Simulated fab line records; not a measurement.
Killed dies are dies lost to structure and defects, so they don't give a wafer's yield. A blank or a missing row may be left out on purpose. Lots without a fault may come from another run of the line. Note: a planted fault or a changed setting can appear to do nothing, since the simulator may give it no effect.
The tool behind it: which one?    flow nand harc    6 lots, 18 wafers sampled, at 5 steps of a route of 1159

== WHAT THE GAUGES SHOWED, per wafer ==
NHARC_END_SORT_01.
lot   measured      on         killed at array
L733  day 22 17:02  prober-02  674 673 673

== WHAT TOOL EACH LOT RAN ON (gives the tool, then ch and the chambers of the sampled wafers, and finally the start) ==
lot   NHARC_A_SLIT_DEP_23              NHARC_A_WL_FILL_ETCHBACK_04        NHARC_A_WL_FILL_STRIP_27              NHARC_A_WL_FILL_ALD_10
L720  pecvd-03 ch 1,2, day 14 14:34    rie metal-02 ch 0,1, day 15 12:10  plasma asher-02 ch 0,1, day 15 12:32  ald hk-02 ch 0,1,2, day 15 18:18
L721  pecvd-01 ch 1,2, day 15 01:44    rie metal-02 ch 0,1, day 15 18:02  plasma asher-01 ch 0, day 15 18:29    ald hk-01 ch 0,1,2, day 16 01:22
L727  pecvd-02 ch 0,1,2, day 16 16:02  rie metal-01 ch 0,1, day 17 12:20  plasma asher-02 ch 0,1, day 17 12:41  ald hk-01 ch 0,2,3, day 17 18:29
L733  pecvd-03 ch 0,1,2, day 17 21:27  rie metal-02 ch 0,1, day 18 13:52  plasma asher-02 ch 0,1, day 18 14:13  ald hk-04 ch 0,2, day 18 19:10
L738  pecvd-02 ch 0,1,2, day 18 21:05  rie metal-03 ch 0,1, day 19 17:45  plasma asher-02 ch 0,1, day 19 18:09  ald hk-04 ch 0,1,3, day 19 21:36
L740  pecvd-01 ch 0,1,2, day 20 01:49  rie metal-03 ch 0,1, day 20 18:49  plasma asher-02 ch 0,1, day 20 20:01  ald hk-04 ch 0,1,2, day 21 02:51
- NHARC_A_SLIT_DEP_23: deposits SiON, target thk 100 nm.
- NHARC_A_WL_FILL_ETCHBACK_04: etches the open film in NF3, target depth 60 nm, time 120 s.
- NHARC_A_WL_FILL_STRIP_27: strips in N2/H2, time 20 s.
- NHARC_A_WL_FILL_ALD_10: deposits SiO2, target thk 50 nm, pulse time 10 s, ald cycles 500.

== THE ANSWER, worked out from the rows above alone ==
Rule: what is usual is taken from the lots themselves. Put in order of their means at a reading, lots are off if they are a third of the lots or fewer, leave a main group of 4 or more, and stand apart from it by a gap of 3 or more times the standard deviation of the main group's means; of several such gaps the widest counts. The tables above print the reading to a certain number of digits; a main group whose means all agree to those digits is not used. Also off: a lot with no number at a reading for which 4 or more lots have one. All remaining lots with rows at the step are treated as sound.
Nothing can be told from this: no lot is off at any reading shown.

== WHAT WAS PUT IN BY THE SIMULATOR ==
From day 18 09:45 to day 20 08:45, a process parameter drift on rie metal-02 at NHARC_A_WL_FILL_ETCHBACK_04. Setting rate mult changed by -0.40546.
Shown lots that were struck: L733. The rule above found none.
